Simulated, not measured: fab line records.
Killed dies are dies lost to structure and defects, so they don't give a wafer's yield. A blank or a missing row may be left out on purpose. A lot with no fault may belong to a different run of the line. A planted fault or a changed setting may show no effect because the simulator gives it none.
fab line records || flow nand_harc || part 2 of 2: steps 27 to 42 of 42
record: {"lots": 5, "wafers": 15, "last_day": 24}
route steps=1159 shown A_STAIRCASE@714 A_SGD_CUT@747
lots untouched by any fault: they come from a run of this same line in which no faults occurred
start_h: hours from the record's first day to the start of the lot's first wafer shown || wait_h: hours elapsed since this lot's preceding step || " identical to the entry in the row above || L1.1+2: a single row standing in for several wafers || - value missing, or start not given || * or withheld: withheld || < > ~ a bound
route shown NAME@n: names a module that has steps shown in the file, with the first one's number in the route || usual: mean/standard deviation taken from wafers without a fault || same: alike in all rows || chamber/n: place in a boat || sites: per-site readings || _std_site: the standard deviation of these || _edge_site: inner sites' mean taken away from outer sites' mean || radius_mm: for every site, how far away it sits from the centre of the wafer || mask NAME#n: copy n || behind: the last tool/chamber to shape the wafer || hold: what put the lot on hold/how long, in hours/how the hold closed || device: which transistor (n, p or np) failed to switch || end of line: tests run on the same wafers once the route is complete || a step given without rows: its recipe and nothing more || killed: the dies lost at the first sort to structure and to defects; this is not the yield of the wafer || map: a wafer's dies, x killed, . not, _ none there
set.NAME: the setting as run; set.NAME@STEP: as run at that earlier step || model.NAME: the simulator's own value behind a step, which no gauge read
lots at selected steps of the route; one table per step, one row per wafer
services: from which hour (start_h, from the record's first day; less than 0 if before it) a tool's chamber was out of use, for how many hours, and why
== steps ==
step: NHARC_A_STAIRCASE_SRD_474
{"lot.wafer": "L083.5+6+1", "tool": "wet_bench-07", "chamber": "6,7,1", "start_h": 363.67, "wait_h": 0.0}
{"lot.wafer": "L094.4+2+6", "tool": "wet_bench-02", "chamber": "0,3,4", "start_h": 424.05, "wait_h": 0.0}
{"lot.wafer": "L095.1+4+6", "tool": "wet_bench-07", "chamber": "1,2,4", "start_h": 437.68, "wait_h": 0.0}
{"lot.wafer": "L097.1+3+6", "tool": "wet_bench-07", "chamber": "7,0,1", "start_h": 438.19, "wait_h": 0.0}
{"lot.wafer": "L096.1+2+5", "tool": "wet_bench-05", "chamber": "2,4,5", "start_h": 438.37, "wait_h": 0.0}
step: NHARC_A_STAIRCASE_INSPECT_155
usual: {"raw_defect_count": "389/130"}
{"lot.wafer": "L083.1", "tool": "defect_inspect-01", "chamber": "-", "start_h": 363.75, "wait_h": 0.1, "raw_defect_count": 418}
{"lot.wafer": "L083.5", "tool": "defect_inspect-01", "chamber": "-", "start_h": 363.75, "wait_h": 0.1, "raw_defect_count": 452}
{"lot.wafer": "L083.6", "tool": "defect_inspect-01", "chamber": "-", "start_h": 363.75, "wait_h": 0.1, "raw_defect_count": 390}
{"lot.wafer": "L094.2", "tool": "defect_inspect-01", "chamber": "-", "start_h": 424.14, "wait_h": 0.1, "raw_defect_count": 297}
{"lot.wafer": "L094.4", "tool": "defect_inspect-01", "chamber": "-", "start_h": 424.14, "wait_h": 0.1, "raw_defect_count": 249}
{"lot.wafer": "L094.6", "tool": "defect_inspect-01", "chamber": "-", "start_h": 424.14, "wait_h": 0.1, "raw_defect_count": 380}
{"lot.wafer": "L095.1", "tool": "defect_inspect-01", "chamber": "-", "start_h": 437.76, "wait_h": 0.1, "raw_defect_count": 381}
{"lot.wafer": "L095.4", "tool": "defect_inspect-01", "chamber": "-", "start_h": 437.76, "wait_h": 0.1, "raw_defect_count": 411}
{"lot.wafer": "L095.6", "tool": "defect_inspect-01", "chamber": "-", "start_h": 437.76, "wait_h": 0.1, "raw_defect_count": 451}
{"lot.wafer": "L097.1", "tool": "defect_inspect-01", "chamber": "-", "start_h": 438.27, "wait_h": 0.1, "raw_defect_count": 486}
{"lot.wafer": "L097.3", "tool": "defect_inspect-01", "chamber": "-", "start_h": 438.27, "wait_h": 0.1, "raw_defect_count": 442}
{"lot.wafer": "L097.6", "tool": "defect_inspect-01", "chamber": "-", "start_h": 438.27, "wait_h": 0.1, "raw_defect_count": 791}
{"lot.wafer": "L096.1", "tool": "defect_inspect-01", "chamber": "-", "start_h": 438.45, "wait_h": 0.1, "raw_defect_count": 421}
{"lot.wafer": "L096.2", "tool": "defect_inspect-01", "chamber": "-", "start_h": 438.45, "wait_h": 0.1, "raw_defect_count": 277}
{"lot.wafer": "L096.5", "tool": "defect_inspect-01", "chamber": "-", "start_h": 438.45, "wait_h": 0.1, "raw_defect_count": 276}
step: NHARC_A_SGD_CUT_DEP_00
recipe: {"target_thk_a": 500, "temp_c": 400, "target_thk_nm": 50, "flow_sccm": 200, "rf_w": 450, "material": "SiNx"}
usual: {"heater_power_w": "775/70"}
{"lot.wafer": "L083.1", "tool": "pecvd-04", "chamber": 2, "start_h": 363.82, "wait_h": 0.1, "heater_power_w": 855}
{"lot.wafer": "L083.6", "tool": "pecvd-04", "chamber": 2, "start_h": 363.82, "wait_h": 0.1, "heater_power_w": 868}
{"lot.wafer": "L083.5", "tool": "pecvd-04", "chamber": 1, "start_h": 363.82, "wait_h": 0.1, "heater_power_w": 808}
{"lot.wafer": "L094.2", "tool": "pecvd-02", "chamber": 1, "start_h": 424.26, "wait_h": 0.1, "heater_power_w": 633}
{"lot.wafer": "L094.4", "tool": "pecvd-02", "chamber": 2, "start_h": 424.26, "wait_h": 0.1, "heater_power_w": 888}
{"lot.wafer": "L094.6", "tool": "pecvd-02", "chamber": 0, "start_h": 424.26, "wait_h": 0.1, "heater_power_w": 841}
{"lot.wafer": "L095.1", "tool": "pecvd-02", "chamber": 0, "start_h": 437.83, "wait_h": 0.1, "heater_power_w": 746}
{"lot.wafer": "L095.4", "tool": "pecvd-02", "chamber": 1, "start_h": 437.83, "wait_h": 0.1, "heater_power_w": 722}
{"lot.wafer": "L095.6", "tool": "pecvd-02", "chamber": 2, "start_h": 437.83, "wait_h": 0.1, "heater_power_w": 763}
{"lot.wafer": "L097.3", "tool": "pecvd-02", "chamber": 1, "start_h": 438.36, "wait_h": 0.1, "heater_power_w": 757}
{"lot.wafer": "L097.1", "tool": "pecvd-02", "chamber": 2, "start_h": 438.36, "wait_h": 0.1, "heater_power_w": 831}
{"lot.wafer": "L097.6", "tool": "pecvd-02", "chamber": 0, "start_h": 438.36, "wait_h": 0.1, "heater_power_w": 815}
{"lot.wafer": "L096.1", "tool": "pecvd-04", "chamber": 0, "start_h": 438.60, "wait_h": 0.2, "heater_power_w": 855}
{"lot.wafer": "L096.2", "tool": "pecvd-04", "chamber": 1, "start_h": 438.60, "wait_h": 0.2, "heater_power_w": 898}
{"lot.wafer": "L096.5", "tool": "pecvd-04", "chamber": 0, "start_h": 438.60, "wait_h": 0.2, "heater_power_w": 846}
step: NHARC_A_SGD_CUT_DEHYDRATE_01
recipe: {"temp_c": 150, "time_s": 120}
{"lot.wafer": "L083.1+5+6", "tool": "litho_track-04", "chamber": 0, "start_h": 364.09, "wait_h": 0.2}
{"lot.wafer": "L094.2+4+6", "tool": "litho_track-01", "chamber": 0, "start_h": 424.48, "wait_h": 0.2}
{"lot.wafer": "L095.1+4+6", "tool": "litho_track-01", "chamber": 0, "start_h": 438.12, "wait_h": 0.3}
{"lot.wafer": "L097.1+3+6", "tool": "litho_track-04", "chamber": 0, "start_h": 438.61, "wait_h": 0.2}
{"lot.wafer": "L096.1+2+5", "tool": "litho_track-01", "chamber": 0, "start_h": 438.87, "wait_h": 0.2}
step: NHARC_A_SGD_CUT_HMDS_02
recipe: {"time_s": 30}
{"lot.wafer": "L083.1+5+6", "tool": "litho_track-04", "chamber": 0, "start_h": "-", "wait_h": "-"}
{"lot.wafer": "L094.2+4+6", "tool": "litho_track-01", "chamber": 0, "start_h": "-", "wait_h": "-"}
{"lot.wafer": "L095.1+4+6", "tool": "litho_track-01", "chamber": 0, "start_h": "-", "wait_h": "-"}
{"lot.wafer": "L097.1+3+6", "tool": "litho_track-04", "chamber": 0, "start_h": "-", "wait_h": "-"}
{"lot.wafer": "L096.1+2+5", "tool": "litho_track-01", "chamber": 0, "start_h": "-", "wait_h": "-"}
step: NHARC_A_SGD_CUT_COAT_56
recipe: {"temp_c": 260, "time_s": 75}
{"lot.wafer": "L083.1+5+6", "tool": "litho_track-04", "chamber": 0, "start_h": "-", "wait_h": "-"}
{"lot.wafer": "L094.2+4+6", "tool": "litho_track-01", "chamber": 0, "start_h": "-", "wait_h": "-"}
{"lot.wafer": "L095.1+4+6", "tool": "litho_track-01", "chamber": 0, "start_h": "-", "wait_h": "-"}
{"lot.wafer": "L097.1+3+6", "tool": "litho_track-04", "chamber": 0, "start_h": "-", "wait_h": "-"}
{"lot.wafer": "L096.1+2+5", "tool": "litho_track-01", "chamber": 0, "start_h": "-", "wait_h": "-"}
step: NHARC_A_SGD_CUT_COAT_57
recipe: {"temp_c": 225, "time_s": 65}
{"lot.wafer": "L083.1+5+6", "tool": "litho_track-04", "chamber": 0, "start_h": "-", "wait_h": "-"}
{"lot.wafer": "L094.2+4+6", "tool": "litho_track-01", "chamber": 0, "start_h": "-", "wait_h": "-"}
{"lot.wafer": "L095.1+4+6", "tool": "litho_track-01", "chamber": 0, "start_h": "-", "wait_h": "-"}
{"lot.wafer": "L097.1+3+6", "tool": "litho_track-04", "chamber": 0, "start_h": "-", "wait_h": "-"}
{"lot.wafer": "L096.1+2+5", "tool": "litho_track-01", "chamber": 0, "start_h": "-", "wait_h": "-"}
step: NHARC_A_SGD_CUT_COAT_03
recipe: {"spin_rpm": 1500, "resist_thk_nm": 90}
{"lot.wafer": "L083.1+5+6", "tool": "litho_track-04", "chamber": 0, "start_h": "-", "wait_h": "-"}
{"lot.wafer": "L094.2+4+6", "tool": "litho_track-01", "chamber": 0, "start_h": "-", "wait_h": "-"}
{"lot.wafer": "L095.1+4+6", "tool": "litho_track-01", "chamber": 0, "start_h": "-", "wait_h": "-"}
{"lot.wafer": "L097.1+3+6", "tool": "litho_track-04", "chamber": 0, "start_h": "-", "wait_h": "-"}
{"lot.wafer": "L096.1+2+5", "tool": "litho_track-01", "chamber": 0, "start_h": "-", "wait_h": "-"}
step: NHARC_A_SGD_CUT_SOFTBAKE_04
recipe: {"temp_c": 105, "time_s": 55}
{"lot.wafer": "L083.1+5+6", "tool": "litho_track-04", "chamber": 0, "start_h": "-", "wait_h": "-"}
{"lot.wafer": "L094.2+4+6", "tool": "litho_track-01", "chamber": 0, "start_h": "-", "wait_h": "-"}
{"lot.wafer": "L095.1+4+6", "tool": "litho_track-01", "chamber": 0, "start_h": "-", "wait_h": "-"}
{"lot.wafer": "L097.1+3+6", "tool": "litho_track-04", "chamber": 0, "start_h": "-", "wait_h": "-"}
{"lot.wafer": "L096.1+2+5", "tool": "litho_track-01", "chamber": 0, "start_h": "-", "wait_h": "-"}
step: NHARC_A_SGD_CUT_EBR_05
{"lot.wafer": "L083.1+5+6", "tool": "litho_track-04", "chamber": 0, "start_h": "-", "wait_h": "-"}
{"lot.wafer": "L094.2+4+6", "tool": "litho_track-01", "chamber": 0, "start_h": "-", "wait_h": "-"}
{"lot.wafer": "L095.1+4+6", "tool": "litho_track-01", "chamber": 0, "start_h": "-", "wait_h": "-"}
{"lot.wafer": "L097.1+3+6", "tool": "litho_track-04", "chamber": 0, "start_h": "-", "wait_h": "-"}
{"lot.wafer": "L096.1+2+5", "tool": "litho_track-01", "chamber": 0, "start_h": "-", "wait_h": "-"}
step: NHARC_A_SGD_CUT_EXPOSE_06
recipe: {"na": 1.35, "dose_mj": 85.59, "mask_id": "SGD"}
{"lot.wafer": "L083.1+5+6", "tool": "arfi_scanner-02", "chamber": 0, "start_h": 364.40, "wait_h": "-", "mask": "SGD#0"}
{"lot.wafer": "L094.2+4+6", "tool": "arfi_scanner-02", "chamber": 0, "start_h": 424.79, "wait_h": "-", "mask": "SGD#0"}
{"lot.wafer": "L095.1+4+6", "tool": "arfi_scanner-01", "chamber": 0, "start_h": 438.30, "wait_h": "-", "mask": "SGD#0"}
{"lot.wafer": "L097.1+3+6", "tool": "arfi_scanner-01", "chamber": 0, "start_h": 438.80, "wait_h": "-", "mask": "SGD#0"}
{"lot.wafer": "L096.1+2+5", "tool": "arfi_scanner-03", "chamber": 0, "start_h": 439.18, "wait_h": "-", "mask": "SGD#0"}
step: NHARC_A_SGD_CUT_PEB_07
recipe: {"peb_temp_c": 100, "peb_time_s": 65}
{"lot.wafer": "L083.1+5+6", "tool": "litho_track-01", "chamber": 0, "start_h": 364.46, "wait_h": 0.1}
{"lot.wafer": "L094.2+4+6", "tool": "litho_track-01", "chamber": 0, "start_h": 424.85, "wait_h": 0.1}
{"lot.wafer": "L095.1+4+6", "tool": "litho_track-01", "chamber": 0, "start_h": 438.36, "wait_h": 0.1}
{"lot.wafer": "L097.1+3+6", "tool": "litho_track-06", "chamber": 0, "start_h": 438.86, "wait_h": 0.1}
{"lot.wafer": "L096.1+2+5", "tool": "litho_track-04", "chamber": 0, "start_h": 439.25, "wait_h": 0.1}
step: NHARC_A_SGD_CUT_DEVELOP_08
recipe: {"develop_time_s": 35, "dev_temp_c": 23}
usual: {"developer_temp_C": "22.99/0.09"}
{"lot.wafer": "L083.1", "tool": "litho_track-01", "chamber": 0, "start_h": "-", "wait_h": "-", "developer_temp_C": 22.88}
{"lot.wafer": "L083.5", "tool": "litho_track-01", "chamber": 0, "start_h": "-", "wait_h": "-", "developer_temp_C": 23.00}
{"lot.wafer": "L083.6", "tool": "litho_track-01", "chamber": 0, "start_h": "-", "wait_h": "-", "developer_temp_C": 22.97}
{"lot.wafer": "L094.2", "tool": "litho_track-01", "chamber": 0, "start_h": "-", "wait_h": "-", "developer_temp_C": 22.92}
{"lot.wafer": "L094.4", "tool": "litho_track-01", "chamber": 0, "start_h": "-", "wait_h": "-", "developer_temp_C": 22.89}
{"lot.wafer": "L094.6", "tool": "litho_track-01", "chamber": 0, "start_h": "-", "wait_h": "-", "developer_temp_C": 22.87}
{"lot.wafer": "L095.1", "tool": "litho_track-01", "chamber": 0, "start_h": "-", "wait_h": "-", "developer_temp_C": 22.89}
{"lot.wafer": "L095.4", "tool": "litho_track-01", "chamber": 0, "start_h": "-", "wait_h": "-", "developer_temp_C": 22.90}
{"lot.wafer": "L095.6", "tool": "litho_track-01", "chamber": 0, "start_h": "-", "wait_h": "-", "developer_temp_C": 23.00}
{"lot.wafer": "L097.1", "tool": "litho_track-06", "chamber": 0, "start_h": "-", "wait_h": "-", "developer_temp_C": 23.00}
{"lot.wafer": "L097.3", "tool": "litho_track-06", "chamber": 0, "start_h": "-", "wait_h": "-", "developer_temp_C": 22.97}
{"lot.wafer": "L097.6", "tool": "litho_track-06", "chamber": 0, "start_h": "-", "wait_h": "-", "developer_temp_C": 22.99}
{"lot.wafer": "L096.1", "tool": "litho_track-04", "chamber": 0, "start_h": "-", "wait_h": "-", "developer_temp_C": 22.93}
{"lot.wafer": "L096.2", "tool": "litho_track-04", "chamber": 0, "start_h": "-", "wait_h": "-", "developer_temp_C": 22.90}
{"lot.wafer": "L096.5", "tool": "litho_track-04", "chamber": 0, "start_h": "-", "wait_h": "-", "developer_temp_C": 23.00}
step: NHARC_A_SGD_CUT_CD_MEAS_09
recipe: {"target_cd_nm": 100, "landing_energy_ev": 500}
usual: {"cd_nm": "100.4/0.69"}
{"lot.wafer": "L083.1", "tool": "cd_sem-01", "chamber": 0, "start_h": 364.54, "wait_h": "-", "cd_nm": 99.7}
{"lot.wafer": "L083.5", "tool": "cd_sem-01", "chamber": 0, "start_h": 364.54, "wait_h": "-", "cd_nm": 99.9}
{"lot.wafer": "L083.6", "tool": "cd_sem-01", "chamber": 0, "start_h": 364.54, "wait_h": "-", "cd_nm": 100.8}
{"lot.wafer": "L094.2", "tool": "cd_sem-01", "chamber": 0, "start_h": 424.93, "wait_h": "-", "cd_nm": 100.2}
{"lot.wafer": "L094.4", "tool": "cd_sem-01", "chamber": 0, "start_h": 424.93, "wait_h": "-", "cd_nm": 101.0}
{"lot.wafer": "L094.6", "tool": "cd_sem-01", "chamber": 0, "start_h": 424.93, "wait_h": "-", "cd_nm": 100.8}
{"lot.wafer": "L095.1", "tool": "cd_sem-02", "chamber": 0, "start_h": 438.44, "wait_h": "-", "cd_nm": 101.1}
{"lot.wafer": "L095.4", "tool": "cd_sem-02", "chamber": 0, "start_h": 438.44, "wait_h": "-", "cd_nm": 100.9}
{"lot.wafer": "L095.6", "tool": "cd_sem-02", "chamber": 0, "start_h": 438.44, "wait_h": "-", "cd_nm": 101.4}
{"lot.wafer": "L097.1", "tool": "cd_sem-02", "chamber": 0, "start_h": 438.94, "wait_h": "-", "cd_nm": 100.8}
{"lot.wafer": "L097.3", "tool": "cd_sem-02", "chamber": 0, "start_h": 438.94, "wait_h": "-", "cd_nm": 100.0}
{"lot.wafer": "L097.6", "tool": "cd_sem-02", "chamber": 0, "start_h": 438.94, "wait_h": "-", "cd_nm": 100.6}
{"lot.wafer": "L096.1", "tool": "cd_sem-03", "chamber": 0, "start_h": 439.33, "wait_h": "-", "cd_nm": 99.2}
{"lot.wafer": "L096.2", "tool": "cd_sem-03", "chamber": 0, "start_h": 439.33, "wait_h": "-", "cd_nm": 100.0}
{"lot.wafer": "L096.5", "tool": "cd_sem-03", "chamber": 0, "start_h": 439.33, "wait_h": "-", "cd_nm": 99.3}
step: NHARC_A_SGD_CUT_OVL_MEAS_10
usual: {"overlay_x_nm": "-0.4/0.91", "overlay_y_nm": "-0.2/0.61"}
{"lot.wafer": "L083.1", "tool": "overlay-01", "chamber": "-", "start_h": 364.63, "wait_h": "-", "overlay_x_nm": -1.4, "overlay_y_nm": 0.3}
{"lot.wafer": "L083.5", "tool": "overlay-01", "chamber": "-", "start_h": 364.63, "wait_h": "-", "overlay_x_nm": -1.8, "overlay_y_nm": 0.4}
{"lot.wafer": "L083.6", "tool": "overlay-01", "chamber": "-", "start_h": 364.63, "wait_h": "-", "overlay_x_nm": -1.6, "overlay_y_nm": -0.6}
{"lot.wafer": "L094.2", "tool": "overlay-01", "chamber": "-", "start_h": 425.01, "wait_h": "-", "overlay_x_nm": -0.8, "overlay_y_nm": -1.5}
{"lot.wafer": "L094.4", "tool": "overlay-01", "chamber": "-", "start_h": 425.01, "wait_h": "-", "overlay_x_nm": -0.7, "overlay_y_nm": -1.2}
{"lot.wafer": "L094.6", "tool": "overlay-01", "chamber": "-", "start_h": 425.01, "wait_h": "-", "overlay_x_nm": -0.3, "overlay_y_nm": -0.7}
{"lot.wafer": "L095.1", "tool": "overlay-02", "chamber": "-", "start_h": 438.53, "wait_h": "-", "overlay_x_nm": 0.1, "overlay_y_nm": -0.1}
{"lot.wafer": "L095.4", "tool": "overlay-02", "chamber": "-", "start_h": 438.53, "wait_h": "-", "overlay_x_nm": 0.3, "overlay_y_nm": -0.2}
{"lot.wafer": "L095.6", "tool": "overlay-02", "chamber": "-", "start_h": 438.53, "wait_h": "-", "overlay_x_nm": 0.2, "overlay_y_nm": -0.2}
{"lot.wafer": "L097.1", "tool": "overlay-02", "chamber": "-", "start_h": 439.03, "wait_h": "-", "overlay_x_nm": -1.6, "overlay_y_nm": -0.1}
{"lot.wafer": "L097.3", "tool": "overlay-02", "chamber": "-", "start_h": 439.03, "wait_h": "-", "overlay_x_nm": -2.0, "overlay_y_nm": 0.6}
{"lot.wafer": "L097.6", "tool": "overlay-02", "chamber": "-", "start_h": 439.03, "wait_h": "-", "overlay_x_nm": -2.4, "overlay_y_nm": 0.2}
{"lot.wafer": "L096.1", "tool": "overlay-01", "chamber": "-", "start_h": 439.41, "wait_h": "-", "overlay_x_nm": 0.6, "overlay_y_nm": -0.2}
{"lot.wafer": "L096.2", "tool": "overlay-01", "chamber": "-", "start_h": 439.41, "wait_h": "-", "overlay_x_nm": 0.6, "overlay_y_nm": 0.0}
{"lot.wafer": "L096.5", "tool": "overlay-01", "chamber": "-", "start_h": 439.41, "wait_h": "-", "overlay_x_nm": 0.4, "overlay_y_nm": -0.1}
step: NHARC_A_SGD_CUT_INSPECT_11
usual: {"raw_defect_count": "19/9.9"}
{"lot.wafer": "L083.1", "tool": "defect_inspect-01", "chamber": "-", "start_h": 364.67, "wait_h": 0.0, "raw_defect_count": 18}
{"lot.wafer": "L083.5", "tool": "defect_inspect-01", "chamber": "-", "start_h": 364.67, "wait_h": 0.0, "raw_defect_count": 25}
{"lot.wafer": "L083.6", "tool": "defect_inspect-01", "chamber": "-", "start_h": 364.67, "wait_h": 0.0, "raw_defect_count": 29}
{"lot.wafer": "L094.2", "tool": "defect_inspect-01", "chamber": "-", "start_h": 425.05, "wait_h": 0.0, "raw_defect_count": 13}
{"lot.wafer": "L094.4", "tool": "defect_inspect-01", "chamber": "-", "start_h": 425.05, "wait_h": 0.0, "raw_defect_count": 11}
{"lot.wafer": "L094.6", "tool": "defect_inspect-01", "chamber": "-", "start_h": 425.05, "wait_h": 0.0, "raw_defect_count": 11}
{"lot.wafer": "L095.1", "tool": "defect_inspect-01", "chamber": "-", "start_h": 438.57, "wait_h": 0.0, "raw_defect_count": 13}
{"lot.wafer": "L095.4", "tool": "defect_inspect-01", "chamber": "-", "start_h": 438.57, "wait_h": 0.0, "raw_defect_count": 16}
{"lot.wafer": "L095.6", "tool": "defect_inspect-01", "chamber": "-", "start_h": 438.57, "wait_h": 0.0, "raw_defect_count": 28}
{"lot.wafer": "L097.1", "tool": "defect_inspect-02", "chamber": "-", "start_h": 439.06, "wait_h": 0.0, "raw_defect_count": 26}
{"lot.wafer": "L097.3", "tool": "defect_inspect-02", "chamber": "-", "start_h": 439.06, "wait_h": 0.0, "raw_defect_count": 10}
{"lot.wafer": "L097.6", "tool": "defect_inspect-02", "chamber": "-", "start_h": 439.06, "wait_h": 0.0, "raw_defect_count": 25}
{"lot.wafer": "L096.1", "tool": "defect_inspect-01", "chamber": "-", "start_h": 439.45, "wait_h": 0.0, "raw_defect_count": 8}
{"lot.wafer": "L096.2", "tool": "defect_inspect-01", "chamber": "-", "start_h": 439.45, "wait_h": 0.0, "raw_defect_count": 14}
{"lot.wafer": "L096.5", "tool": "defect_inspect-01", "chamber": "-", "start_h": 439.45, "wait_h": 0.0, "raw_defect_count": 11}
== services ==
{"tool": "pecvd-02", "chamber": "-", "start_h": 334.34, "hours": 13.0, "kind": "pm"}
{"tool": "arfi_scanner-01", "chamber": "-", "start_h": 334.88, "hours": 1.2, "kind": "repair"}
{"tool": "cmp-02", "chamber": "-", "start_h": 337.76, "hours": 0.3, "kind": "repair"}
{"tool": "pecvd-04", "chamber": 2, "start_h": 337.80, "hours": 19.8, "kind": "repair"}
{"tool": "cmp-04", "chamber": "-", "start_h": 338.99, "hours": 5.2, "kind": "repair"}
{"tool": "cmp-03", "chamber": "-", "start_h": 352.00, "hours": 4.0, "kind": "pm"}
{"tool": "wet_bench-02", "chamber": "-", "start_h": 356.00, "hours": 8.0, "kind": "pm"}
{"tool": "wet_bench-05", "chamber": "-", "start_h": 359.01, "hours": 4.0, "kind": "repair"}
{"tool": "plasma_asher-02", "chamber": "-", "start_h": 360.11, "hours": 9.0, "kind": "pm"}
{"tool": "rie_diel-01", "chamber": 2, "start_h": 362.64, "hours": 2.9, "kind": "repair"}
{"tool": "litho_track-07", "chamber": "-", "start_h": 364.00, "hours": 7.0, "kind": "pm"}
{"tool": "rie_diel-11", "chamber": "-", "start_h": 366.50, "hours": 9.0, "kind": "pm"}
{"tool": "arfi_scanner-01", "chamber": "-", "start_h": 368.99, "hours": 4.0, "kind": "pm"}
{"tool": "wet_bench-05", "chamber": "-", "start_h": 372.90, "hours": 8.0, "kind": "pm"}
{"tool": "pecvd-04", "chamber": "-", "start_h": 376.56, "hours": 13.0, "kind": "pm"}
{"tool": "cmp-03", "chamber": "-", "start_h": 387.93, "hours": 0.4, "kind": "repair"}
{"tool": "litho_track-03", "chamber": "-", "start_h": 388.00, "hours": 7.0, "kind": "pm"}
{"tool": "arfi_scanner-01", "chamber": "-", "start_h": 392.24, "hours": 1.9, "kind": "repair"}
{"tool": "cmp-04", "chamber": "-", "start_h": 399.07, "hours": 4.0, "kind": "pm"}
{"tool": "rie_diel-13", "chamber": "-", "start_h": 407.12, "hours": 0.5, "kind": "repair"}
{"tool": "litho_track-05", "chamber": "-", "start_h": 412.00, "hours": 7.0, "kind": "pm"}
{"tool": "rie_diel-01", "chamber": 2, "start_h": 423.97, "hours": 50.2, "kind": "repair"}
{"tool": "krf_scanner-04", "chamber": "-", "start_h": 427.18, "hours": 0.7, "kind": "repair"}
{"tool": "arfi_scanner-02", "chamber": "-", "start_h": 428.00, "hours": 4.0, "kind": "pm"}
